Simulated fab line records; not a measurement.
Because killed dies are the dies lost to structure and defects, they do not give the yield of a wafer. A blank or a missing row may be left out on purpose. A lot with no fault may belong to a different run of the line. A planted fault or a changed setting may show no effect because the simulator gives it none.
Which tool did it? :: flow nand harc :: Sampling: 14 lots, 42 wafers, 5 of 1159 route steps

## WHAT EACH GAUGE READ, for each wafer
NHARC_P_CONTACT_INSPECT_27.
lot: L959
measured: day 5 20:27
on: defect inspect-02
raw defect count: 357 364 187

lot: L963
measured: day 6 12:59
on: defect inspect-01
raw defect count: 223 588 539

lot: L962
measured: day 6 13:41
on: defect inspect-02
raw defect count: 344 187 154

lot: L964
measured: day 7 09:44
on: defect inspect-02
raw defect count: 300 423 535

lot: L965
measured: day 7 10:16
on: defect inspect-01
raw defect count: 338 377 295

lot: L966
measured: day 7 14:37
on: defect inspect-02
raw defect count: 193 253 228

lot: L968
measured: day 8 05:56
on: defect inspect-01
raw defect count: 186 274 127

lot: L967
measured: day 8 06:11
on: defect inspect-01
raw defect count: 2430 2444 2486

lot: L969
measured: day 8 15:53
on: defect inspect-02
raw defect count: 2339 2246 2506

lot: L971
measured: day 8 23:12
on: defect inspect-02
raw defect count: 219 305 207

lot: L975
measured: day 10 01:08
on: defect inspect-02
raw defect count: 230 431 383

lot: L979
measured: day 10 21:27
on: defect inspect-02
raw defect count: 269 196 400

lot: L980
measured: day 11 00:02
on: defect inspect-02
raw defect count: 519 284 419

lot: L981
measured: day 11 02:10
on: defect inspect-02
raw defect count: 306 261 346

## EACH LOT AND THE TOOL THAT RAN IT (in order: tool; ch and the chambers of the sampled wafers; start)
lot: L959
NHARC_P_CONTACT_DESCUM_17: rie diel-07 ch 2,3, day 5 14:05
NHARC_P_CONTACT_ETCH_36: rie diel-07 ch 0,2,3, day 5 20:02 or earlier
NHARC_P_CONTACT_ETCH_18: rie diel-07 ch 0,2,3, day 5 20:02 or earlier
NHARC_P_CONTACT_CMP_24: cmp-03 ch 1,3, day 5 20:02

lot: L963
NHARC_P_CONTACT_DESCUM_17: rie diel-07 ch 0,1, day 6 09:54
NHARC_P_CONTACT_ETCH_36: rie diel-07 ch 0,1,3, day 6 12:34 or earlier
NHARC_P_CONTACT_ETCH_18: rie diel-07 ch 0,1, day 6 12:34 or earlier
NHARC_P_CONTACT_CMP_24: cmp-04 ch 0,3, day 6 12:34

lot: L962
NHARC_P_CONTACT_DESCUM_17: rie diel-11 ch 0,1,2, day 6 10:26
NHARC_P_CONTACT_ETCH_36: rie diel-11 ch 1,2,3, day 6 13:17 or earlier
NHARC_P_CONTACT_ETCH_18: rie diel-11 ch 0,1,2, day 6 13:17 or earlier
NHARC_P_CONTACT_CMP_24: cmp-02 ch 0,2,3, day 6 13:17

lot: L964
NHARC_P_CONTACT_DESCUM_17: rie diel-07 ch 0,1, day 7 02:24
NHARC_P_CONTACT_ETCH_36: rie diel-07 ch 0,3, day 7 09:24 or earlier
NHARC_P_CONTACT_ETCH_18: rie diel-07 ch 0,2,3, day 7 09:24 or earlier
NHARC_P_CONTACT_CMP_24: cmp-03 ch 0,1,3, day 7 09:24

lot: L965
NHARC_P_CONTACT_DESCUM_17: rie diel-06 ch 2,3, day 7 03:15
NHARC_P_CONTACT_ETCH_36: rie diel-06 ch 1,2, day 7 09:52 or earlier
NHARC_P_CONTACT_ETCH_18: rie diel-06 ch 1,2,3, day 7 09:52 or earlier
NHARC_P_CONTACT_CMP_24: cmp-03 ch 0,1, day 7 09:52

lot: L966
NHARC_P_CONTACT_DESCUM_17: rie diel-11 ch 0,1,3, day 7 10:47
NHARC_P_CONTACT_ETCH_36: rie diel-11 ch 0,1, day 7 14:13 or earlier
NHARC_P_CONTACT_ETCH_18: rie diel-11 ch 0,1,2, day 7 14:13 or earlier
NHARC_P_CONTACT_CMP_24: cmp-02 ch 0,2,3, day 7 14:13

lot: L968
NHARC_P_CONTACT_DESCUM_17: rie diel-07 ch 0,2,3, day 8 02:50
NHARC_P_CONTACT_ETCH_36: rie diel-07 ch 1,3, day 8 05:34 or earlier
NHARC_P_CONTACT_ETCH_18: rie diel-07 ch 0,2,3, day 8 05:34 or earlier
NHARC_P_CONTACT_CMP_24: cmp-02 ch 1,2,3, day 8 05:34

lot: L967
NHARC_P_CONTACT_DESCUM_17: rie diel-11 ch 0,1,2, day 8 03:01
NHARC_P_CONTACT_ETCH_36: rie diel-11 ch 0,2,3, day 8 05:47 or earlier
NHARC_P_CONTACT_ETCH_18: rie diel-11 ch 2,3, day 8 05:47 or earlier
NHARC_P_CONTACT_CMP_24: cmp-03 ch 1,3, day 8 05:47

lot: L969
NHARC_P_CONTACT_DESCUM_17: rie diel-07 ch 0,2, day 8 07:59
NHARC_P_CONTACT_ETCH_36: rie diel-07 ch 0,1, day 8 15:29 or earlier
NHARC_P_CONTACT_ETCH_18: rie diel-07 ch 0,1,2, day 8 15:29 or earlier
NHARC_P_CONTACT_CMP_24: cmp-03 ch 0,2,3, day 8 15:29

lot: L971
NHARC_P_CONTACT_DESCUM_17: rie diel-07 ch 0,1,2, day 8 20:06
NHARC_P_CONTACT_ETCH_36: rie diel-07 ch 0,3, day 8 22:49 or earlier
NHARC_P_CONTACT_ETCH_18: rie diel-07 ch 1,2,3, day 8 22:49 or earlier
NHARC_P_CONTACT_CMP_24: cmp-03 ch 0,1,2, day 8 22:49

lot: L975
NHARC_P_CONTACT_DESCUM_17: rie diel-11 ch 1,2, day 9 21:38
NHARC_P_CONTACT_ETCH_36: rie diel-11 ch 0,1,2, day 10 00:46 or earlier
NHARC_P_CONTACT_ETCH_18: rie diel-11 ch 0,2,3, day 10 00:46 or earlier
NHARC_P_CONTACT_CMP_24: cmp-03 ch 1,2,3, day 10 00:46

lot: L979
NHARC_P_CONTACT_DESCUM_17: rie diel-11 ch 1,2, day 10 14:31
NHARC_P_CONTACT_ETCH_36: rie diel-11 ch 0,1, day 10 21:07 or earlier
NHARC_P_CONTACT_ETCH_18: rie diel-11 ch 0,1, day 10 21:07 or earlier
NHARC_P_CONTACT_CMP_24: cmp-04 ch 0,2,3, day 10 21:07

lot: L980
NHARC_P_CONTACT_DESCUM_17: rie diel-11 ch 0,2,3, day 10 20:56
NHARC_P_CONTACT_ETCH_36: rie diel-11 ch 0,3, day 10 23:38 or earlier
NHARC_P_CONTACT_ETCH_18: rie diel-11 ch 0,2,3, day 10 23:38 or earlier
NHARC_P_CONTACT_CMP_24: cmp-03 ch 0,3, day 10 23:38

lot: L981
NHARC_P_CONTACT_DESCUM_17: rie diel-06 ch 1,2,3, day 10 22:59
NHARC_P_CONTACT_ETCH_36: rie diel-06 ch 0,1, day 11 01:45 or earlier
NHARC_P_CONTACT_ETCH_18: rie diel-06 ch 0,1,3, day 11 01:45 or earlier
NHARC_P_CONTACT_CMP_24: cmp-03 ch 2,3, day 11 01:45
- NHARC_P_CONTACT_DESCUM_17: chemistry O2, time 3 s.
- NHARC_P_CONTACT_ETCH_36: etches the open film in N2/H2, target depth 260 nm, time 406.25 s.
- NHARC_P_CONTACT_ETCH_18: etches the open film in C4F8/O2/Ar, target depth 481 nm, time 240.5 s.
- NHARC_P_CONTACT_CMP_24: polishes, t overpolish 30 s, target thk 200 nm.

## WHAT THE TOOLS THEMSELVES READ (means of the sampled wafers that have a number; where no wafer has one, the mark that the record gives instead)
NHARC_P_CONTACT_DESCUM_17.
lot: L959
tool: rie diel-07
drypump motor current A (A): 5.4
o2 flow sccm (sccm): 199.6
oes product au (a.u.): 1.008
rf vpp V (V): 58.1
showerhead plenum p Torr (Torr): 1.97
throttle valve pct (%): 11.304

lot: L963
tool: rie diel-07
drypump motor current A (A): 5.5
o2 flow sccm (sccm): 200.7
oes product au (a.u.): 0.994
rf vpp V (V): 57.1
showerhead plenum p Torr (Torr): 1.84
throttle valve pct (%): 11.315

lot: L962
tool: rie diel-11
drypump motor current A (A): 5.3
o2 flow sccm (sccm): 199.1
oes product au (a.u.): 1.009
rf vpp V (V): 58.4
showerhead plenum p Torr (Torr): 2.05
throttle valve pct (%): 11.313

lot: L964
tool: rie diel-07
drypump motor current A (A): 5.8
o2 flow sccm (sccm): 199.7
oes product au (a.u.): 1.001
rf vpp V (V): 58.0
showerhead plenum p Torr (Torr): 1.83
throttle valve pct (%): 11.310

lot: L965
tool: rie diel-06
drypump motor current A (A): 5.7
o2 flow sccm (sccm): 199.4
oes product au (a.u.): 1.007
rf vpp V (V): 58.1
showerhead plenum p Torr (Torr): 2.04
throttle valve pct (%): 11.310

lot: L966
tool: rie diel-11
drypump motor current A (A): 5.6
o2 flow sccm (sccm): 199.8
oes product au (a.u.): 0.996
rf vpp V (V): 58.3
showerhead plenum p Torr (Torr): 2.05
throttle valve pct (%): 11.314

lot: L968
tool: rie diel-07
drypump motor current A (A): 5.6
o2 flow sccm (sccm): 200.0
oes product au (a.u.): 1.003
rf vpp V (V): 57.8
showerhead plenum p Torr (Torr): 1.91
throttle valve pct (%): 11.315

lot: L967
tool: rie diel-11
drypump motor current A (A): 5.2
o2 flow sccm (sccm): 199.8
oes product au (a.u.): 1.012
rf vpp V (V): 58.2
showerhead plenum p Torr (Torr): 2.05
throttle valve pct (%): 11.309

lot: L969
tool: rie diel-07
drypump motor current A (A): 5.7
o2 flow sccm (sccm): 200.1
oes product au (a.u.): 0.999
rf vpp V (V): 57.7
showerhead plenum p Torr (Torr): 1.93
throttle valve pct (%): 11.312

lot: L971
tool: rie diel-07
drypump motor current A (A): 5.6
o2 flow sccm (sccm): 199.2
oes product au (a.u.): 1.001
rf vpp V (V): 58.3
showerhead plenum p Torr (Torr): 1.88
throttle valve pct (%): 11.310

lot: L975
tool: rie diel-11
drypump motor current A (A): 5.3
o2 flow sccm (sccm): 199.6
oes product au (a.u.): 1.015
rf vpp V (V): 58.1
showerhead plenum p Torr (Torr): 2.04
throttle valve pct (%): 11.310

lot: L979
tool: rie diel-11
drypump motor current A (A): 5.4
o2 flow sccm (sccm): 200.0
oes product au (a.u.): 1.006
rf vpp V (V): 58.0
showerhead plenum p Torr (Torr): 2.04
throttle valve pct (%): 11.312

lot: L980
tool: rie diel-11
drypump motor current A (A): 5.2
o2 flow sccm (sccm): 200.2
oes product au (a.u.): 1.005
rf vpp V (V): 57.9
showerhead plenum p Torr (Torr): 2.06
throttle valve pct (%): 11.322

lot: L981
tool: rie diel-06
drypump motor current A (A): 5.9
o2 flow sccm (sccm): 199.8
oes product au (a.u.): 1.005
rf vpp V (V): 57.4
showerhead plenum p Torr (Torr): 1.96
throttle valve pct (%): 11.309

NHARC_P_CONTACT_ETCH_36.
lot: L959
tool: rie diel-07
drypump motor current A (A): 5.6
h2 flow sccm (sccm): 149.8
oes product au (a.u.): 0.999
rf vpp V (V): 430.5
showerhead plenum p Torr (Torr): 2.04
throttle valve pct (%): 14.165

lot: L963
tool: rie diel-07
drypump motor current A (A): 5.5
h2 flow sccm (sccm): 150.3
oes product au (a.u.): 1.000
rf vpp V (V): 429.1
showerhead plenum p Torr (Torr): 1.98
throttle valve pct (%): 14.176

lot: L962
tool: rie diel-11
drypump motor current A (A): 5.3
h2 flow sccm (sccm): 150.0
oes product au (a.u.): 1.009
rf vpp V (V): 434.4
showerhead plenum p Torr (Torr): 2.19
throttle valve pct (%): 14.162

lot: L964
tool: rie diel-07
drypump motor current A (A): 5.7
h2 flow sccm (sccm): 150.0
oes product au (a.u.): 1.004
rf vpp V (V): 428.8
showerhead plenum p Torr (Torr): 1.98
throttle valve pct (%): 14.170

lot: L965
tool: rie diel-06
drypump motor current A (A): 6.1
h2 flow sccm (sccm): 149.8
oes product au (a.u.): 0.995
rf vpp V (V): 429.8
showerhead plenum p Torr (Torr): 2.00
throttle valve pct (%): 14.171

lot: L966
tool: rie diel-11
drypump motor current A (A): 5.6
h2 flow sccm (sccm): 149.8
oes product au (a.u.): 1.007
rf vpp V (V): 433.9
showerhead plenum p Torr (Torr): 2.18
throttle valve pct (%): 14.169

lot: L968
tool: rie diel-07
drypump motor current A (A): 5.3
h2 flow sccm (sccm): 150.1
oes product au (a.u.): 1.001
rf vpp V (V): 430.2
showerhead plenum p Torr (Torr): 2.01
throttle valve pct (%): 14.167

lot: L967
tool: rie diel-11
drypump motor current A (A): 5.2
h2 flow sccm (sccm): 149.9
oes product au (a.u.): 1.001
rf vpp V (V): 435.5
showerhead plenum p Torr (Torr): 2.20
throttle valve pct (%): 14.176

lot: L969
tool: rie diel-07
drypump motor current A (A): 5.5
h2 flow sccm (sccm): 150.5
oes product au (a.u.): 0.998
rf vpp V (V): 428.6
showerhead plenum p Torr (Torr): 1.96
throttle valve pct (%): 14.178

lot: L971
tool: rie diel-07
drypump motor current A (A): 5.5
h2 flow sccm (sccm): 149.6
oes product au (a.u.): 1.007
rf vpp V (V): 429.3
showerhead plenum p Torr (Torr): 2.01
throttle valve pct (%): 14.168

lot: L975
tool: rie diel-11
drypump motor current A (A): 5.2
h2 flow sccm (sccm): 150.1
oes product au (a.u.): 1.010
rf vpp V (V): 434.8
showerhead plenum p Torr (Torr): 2.19
throttle valve pct (%): 14.179

lot: L979
tool: rie diel-11
drypump motor current A (A): 5.5
h2 flow sccm (sccm): 150.0
oes product au (a.u.): 1.005
rf vpp V (V): 434.4
showerhead plenum p Torr (Torr): 2.19
throttle valve pct (%): 14.161

lot: L980
tool: rie diel-11
drypump motor current A (A): 5.6
h2 flow sccm (sccm): 149.7
oes product au (a.u.): 1.005
rf vpp V (V): 434.4
showerhead plenum p Torr (Torr): 2.20
throttle valve pct (%): 14.172

lot: L981
tool: rie diel-06
drypump motor current A (A): 5.9
h2 flow sccm (sccm): 149.9
oes product au (a.u.): 1.000
rf vpp V (V): 428.1
showerhead plenum p Torr (Torr): 2.01
throttle valve pct (%): 14.169

NHARC_P_CONTACT_ETCH_18.
lot: L959
tool: rie diel-07
oes product au (a.u.): 0.972
rf vpp V (V): 977

lot: L963
tool: rie diel-07
oes product au (a.u.): 0.960
rf vpp V (V): 973

lot: L962
tool: rie diel-11
oes product au (a.u.): 0.958
rf vpp V (V): 987

lot: L964
tool: rie diel-07
oes product au (a.u.): 0.975
rf vpp V (V): 979

lot: L965
tool: rie diel-06
oes product au (a.u.): 0.918
rf vpp V (V): 981

lot: L966
tool: rie diel-11
oes product au (a.u.): 0.983
rf vpp V (V): 987

lot: L968
tool: rie diel-07
oes product au (a.u.): 0.967
rf vpp V (V): 978

lot: L967
tool: rie diel-11
oes product au (a.u.): 0.935
rf vpp V (V): 988

lot: L969
tool: rie diel-07
oes product au (a.u.): 0.962
rf vpp V (V): 977

lot: L971
tool: rie diel-07
oes product au (a.u.): 0.960
rf vpp V (V): 979

lot: L975
tool: rie diel-11
oes product au (a.u.): 0.974
rf vpp V (V): 988

lot: L979
tool: rie diel-11
oes product au (a.u.): 0.970
rf vpp V (V): 985

lot: L980
tool: rie diel-11
oes product au (a.u.): 0.974
rf vpp V (V): 988

lot: L981
tool: rie diel-06
oes product au (a.u.): 0.969
rf vpp V (V): 979

NHARC_P_CONTACT_CMP_24.
lot: L959
tool: cmp-03
edge zone pressure frac: 0.995
motor current A (A): 11.2
overpolish run s (s): 29.996
slurry flow ml min: 149.8
time to endpoint s (s): 41.5

lot: L963
tool: cmp-04
edge zone pressure frac: 1.005
motor current A (A): 14.4
overpolish run s (s): 30.001
slurry flow ml min: 149.7
time to endpoint s (s): 39.3

lot: L962
tool: cmp-02
edge zone pressure frac: 0.999
motor current A (A): 12.2
overpolish run s (s): 29.999
slurry flow ml min: 149.5
time to endpoint s (s): 42.1

lot: L964
tool: cmp-03
edge zone pressure frac: 1.000
motor current A (A): 12.5
overpolish run s (s): 29.993
slurry flow ml min: 149.9
time to endpoint s (s): 42.5

lot: L965
tool: cmp-03
edge zone pressure frac: 0.996
motor current A (A): 12.4
overpolish run s (s): 29.998
slurry flow ml min: 150.3
time to endpoint s (s): 45.0

lot: L966
tool: cmp-02
edge zone pressure frac: 0.992
motor current A (A): 11.8
overpolish run s (s): 30.002
slurry flow ml min: 150.2
time to endpoint s (s): 40.6

lot: L968
tool: cmp-02
edge zone pressure frac: 1.003
motor current A (A): 11.5
overpolish run s (s): 30.000
slurry flow ml min: 150.1
time to endpoint s (s): 36.5

lot: L967
tool: cmp-03
edge zone pressure frac: -
motor current A (A): -
overpolish run s (s): -
slurry flow ml min: -
time to endpoint s (s): -

lot: L969
tool: cmp-03
edge zone pressure frac: -
motor current A (A): -
overpolish run s (s): -
slurry flow ml min: -
time to endpoint s (s): -

lot: L971
tool: cmp-03
edge zone pressure frac: 1.000
motor current A (A): 12.6
overpolish run s (s): 30.008
slurry flow ml min: 150.1
time to endpoint s (s): 36.9

lot: L975
tool: cmp-03
edge zone pressure frac: 1.001
motor current A (A): 11.4
overpolish run s (s): 30.001
slurry flow ml min: 150.4
time to endpoint s (s): 38.4

lot: L979
tool: cmp-04
edge zone pressure frac: 1.003
motor current A (A): 13.3
overpolish run s (s): 29.989
slurry flow ml min: 150.0
time to endpoint s (s): 42.0

lot: L980
tool: cmp-03
edge zone pressure frac: 0.997
motor current A (A): 13.0
overpolish run s (s): 29.998
slurry flow ml min: 150.1
time to endpoint s (s): 39.0

lot: L981
tool: cmp-03
edge zone pressure frac: 1.003
motor current A (A): 11.1
overpolish run s (s): 30.001
slurry flow ml min: 149.9
time to endpoint s (s): 43.1

## THE ANSWER, worked out from the rows above alone
Rule: the usual values come from the lots themselves. Put in order of their means at a reading, lots are off if they are a third of the lots or fewer, leave a main group of 4 or more, and stand apart from it by a gap of 3 or more times the standard deviation of the main group's means; of several such gaps the widest counts. A main group is skipped when, at the precision printed for the reading in the tables above, its means are all equal. A lot without any number at a reading at which 4 lots or more have one is off too. Any other lot the step has rows for is counted as sound. After the gauges, taken in route order, come the tools' own readings; for these a lot's mean is taken, as printed above. At the first step where some lot is off, the reading lying furthest off is the one used; lots without a number count as furthest.
Off: L967, L969 (NHARC_P_CONTACT_INSPECT_27, raw defect count). Main group: mean 312, sd 79.
A tool fits if, at a process step before that reading, it ran every lot that is off, and no sound lot after the first of them. The gauges at NHARC_P_CONTACT_INSPECT_27 aren't tried: what is off there is off at NHARC_P_CONTACT_CMP_24 too, on other tools, and a gauge's error can't cause that. NHARC_P_CONTACT_ETCH_36: start missing for some lots; hours and lot order therefore follow NHARC_P_CONTACT_CMP_24. NHARC_P_CONTACT_ETCH_18: start missing for some lots; hours and lot order therefore follow NHARC_P_CONTACT_CMP_24. Of those tried, none fits.

## WHAT HAD BEEN PUT IN BY THE SIMULATOR
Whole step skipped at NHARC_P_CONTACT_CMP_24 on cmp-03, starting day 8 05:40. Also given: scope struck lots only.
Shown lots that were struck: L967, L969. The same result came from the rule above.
